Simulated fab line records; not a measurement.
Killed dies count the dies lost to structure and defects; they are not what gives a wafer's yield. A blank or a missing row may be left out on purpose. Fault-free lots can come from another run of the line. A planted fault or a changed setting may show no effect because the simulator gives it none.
Split-lot trial ; flow n5 finfet ; 21 wafers read across 7 lots, on a route 1938 steps long

SPLIT DETAILS
At N5_WELL_APT_COAT_02 (resist thk 950 nm), the setting spin rpm was moved away from the recipe's 1357 rpm on 5 of the 21 wafers read, by -10.2% to +7.7%. This setting was run at the recipe's value on the other wafers.

The reading is taken at the split's own step.

THE READING
coat_of_WELL_APT_COAT_02.thk nm (the simulator's own value, which no gauge read), in nm, at N5_WELL_APT_COAT_02 (resist thk 950 nm). The file does not state a usual value for it. Here, 16 wafers ran the recipe; their average is 950.1 nm with a standard deviation of 3 nm.

wafer;tool, chamber at the split;spin rpm as run, rpm;against the recipe;coat_of_WELL_APT_COAT_02.thk nm, nm;against lot-mates on the recipe
L082.2;litho track-03, 0;1357;recipe;947.4;-
L082.3;litho track-03, 0;1357;recipe;949.1;-
L082.4;litho track-03, 0;1357;recipe;950.6;-
L083.1;litho track-05, 0;1219;-10.2%;1000;+52.5
L083.5;litho track-05, 0;1219;-10.2%;1000;+52.5
L083.2;litho track-05, 0;1357;recipe;947.5;-
L085.1;litho track-01, 0;1357;recipe;950.5;-
L085.2;litho track-01, 0;1462;+7.7%;915;-35.5
L085.4;litho track-01, 0;1462;+7.7%;919;-31.5
L089.3;litho track-05, 0;1357;recipe;945.7;-
L089.4;litho track-05, 0;1357;recipe;946;-
L089.5;litho track-05, 0;1357;recipe;945;-
L092.3;litho track-01, 0;1357;recipe;954.7;-
L092.4;litho track-01, 0;1357;recipe;952.4;-
L092.6;litho track-01, 0;1357;recipe;952.9;-
L093.1;litho track-05, 0;1357;recipe;954.6;-
L093.2;litho track-05, 0;1357;recipe;952.4;-
L093.4;litho track-05, 0;1357;recipe;951.3;-
L094.3;litho track-05, 0;1409;+3.8%;930.5;-20.6
L094.4;litho track-05, 0;1357;recipe;951;-
L094.5;litho track-05, 0;1357;recipe;951.2;-

THE FIT
A straight line over all 21 wafers: coat_of_WELL_APT_COAT_02.thk nm changes by -4.69 nm for each +1% of spin rpm; r = -0.99; the points scatter about the line by 3.1 nm.
The same after taking each lot's own level away (the mean of its wafers on the recipe; 21 wafers): -4.88 nm for each +1%; r = -1.00; scatter 1.9 nm.
On that fit, the largest move of spin rpm shifts the reading by 50 nm.
The span of the lots' own levels, 945.57 to 953.33 nm, comes to 2.6 times the standard deviation stated above.
The two slopes agree, so the slope changes little with the lot-to-lot level.
Check: for one of the wafers moved furthest among these (-10.2%), held out of the fit, the line's prediction against its lot-mates is +49 nm. Against them it came out at +52.5 nm.

THE FILE'S OWN FIT
coat_of_WELL_APT_COAT_02.thk nm changes by -4.9 nm for each +1% of spin rpm, r = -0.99.
